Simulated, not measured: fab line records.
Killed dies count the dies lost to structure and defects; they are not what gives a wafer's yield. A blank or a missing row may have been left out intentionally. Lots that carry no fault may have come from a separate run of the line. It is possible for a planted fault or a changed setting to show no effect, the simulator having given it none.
8D (eight disciplines) problem report, filled in by code	flow nand harc	the parts of the form that need people (team, actions taken, sign-off) are left out

## 1. PROBLEM STATEMENT
NHARC_A_STAIRCASE_DEP_156, rf fwd power W: mean 377.8 W over 1 wafer from 1 lot; wafers with no fault: 448.2 W, standard deviation 1.4. That is -50 standard deviations from the usual mean.
The step: deposits SiNx, target thk 50 nm.
First observed at day 13 04:47: wafer L884.1, on pecvd-02. Wafers with a number at this step in the record: 39, from 13 lots. By rule, "out" or "out of limits" means more than 4 standard deviations away from the usual mean. Any other wafer with a number is counted as sound.

## 2. WHAT IT IS AND WHAT IT IS NOT
question	is	is not
which readings at this step	rf fwd power W	heater power w
which lots	L884	L875, L876, L877, L878, L879, L881, L889, L890, L891, L892, L895, L897
which wafers of those lots	L884.1	L884.4, L884.5
read on which tools	pecvd-02	pecvd-01, pecvd-04
when	from day 13 04:47	up to then (20 sound wafers); but 18 sound wafers of L889, L890, L891, L892, L895, L897 came after

## 3. SUSPECTS, AND WHAT RULES EACH OUT
Counting: any tool at a process step up to the reading remains a suspect provided it ran every lot that is out. Sound lots after the first of them don't rule it out here, since some wafers of a struck lot are sound.
- rie diel-07 at NHARC_A_CHANNEL_FILL_D1_ETCHBACK_08 (etches the open film in C4F8, target depth 220 nm, time 110 s): kept. It ran the lot that is out, L884 (day 13 04:47); its last sound lot up to then is L878 (day 11 11:19). NHARC_A_CHANNEL_FILL_D1_ETCHBACK_08: start missing for some lots; hours and lot order therefore follow NHARC_A_STAIRCASE_DEP_156.
- rie diel-07 at NHARC_A_CHANNEL_FILL_D1_STRIP_29 (strips in O2, time 20 s): kept. It ran the lot that is out, L884 (day 13 04:47); its last sound lot up to then is L878 (day 11 11:19). NHARC_A_CHANNEL_FILL_D1_STRIP_29: start missing for some lots; hours and lot order therefore follow NHARC_A_STAIRCASE_DEP_156.
- pecvd-02 at NHARC_A_STAIRCASE_DEP_156 (deposits SiNx, target thk 50 nm): kept. It ran the lot that is out, L884 (day 13 04:47); its last sound lot up to then is L877 (day 11 15:15). On those wafers its own readings are out: rf fwd power W.
- At NHARC_A_CHANNEL_FILL_D1_ETCHBACK_08, inside rie diel-07: chamber 2 took the wafers that are out, while their sound lot-mates went through chambers 0, 1.
- At NHARC_A_CHANNEL_FILL_D1_STRIP_29, inside rie diel-07: chamber 3 took the wafers that are out, while their sound lot-mates went through chambers 0, 2.
- At NHARC_A_STAIRCASE_DEP_156, inside pecvd-02: chamber 2 took the wafers that are out, while their sound lot-mates went through chambers 0, 1.
Still standing after the count: rie diel-07 at NHARC_A_CHANNEL_FILL_D1_ETCHBACK_08, rie diel-07 at NHARC_A_CHANNEL_FILL_D1_STRIP_29, pecvd-02 at NHARC_A_STAIRCASE_DEP_156.

## 4. THE CAUSE (what the simulator had put in)
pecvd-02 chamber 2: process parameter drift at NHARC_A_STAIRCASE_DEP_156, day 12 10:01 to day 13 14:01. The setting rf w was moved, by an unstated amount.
Of the 3 suspects that counting leaves, this tool is one.

## 5. THE EFFECT CHAIN, in route order
Rows list readings where the struck wafers' mean (over those with a number) sits beyond 3 standard deviations from the usual. Scope: only readings with a usual standard deviation given in the record; hours: median across lots of the time from each lot's start at the first step in this table that gives one to its start at this step; sigmas: change in usual standard deviations.
hours	step	reading	usual	on struck wafers	change	sigmas
0	NHARC_A_STAIRCASE_DEP_156	rf fwd power W	448.2 W	377.8	-70.4	-50
Here are the process steps it includes:
- NHARC_A_STAIRCASE_DEP_156: deposits SiNx, target thk 50 nm.

## 6. WHAT WOULD HAVE CAUGHT IT SOONER
In this record the first reading out of limits was taken at day 13 04:47, 19 hours after the fault began at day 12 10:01.
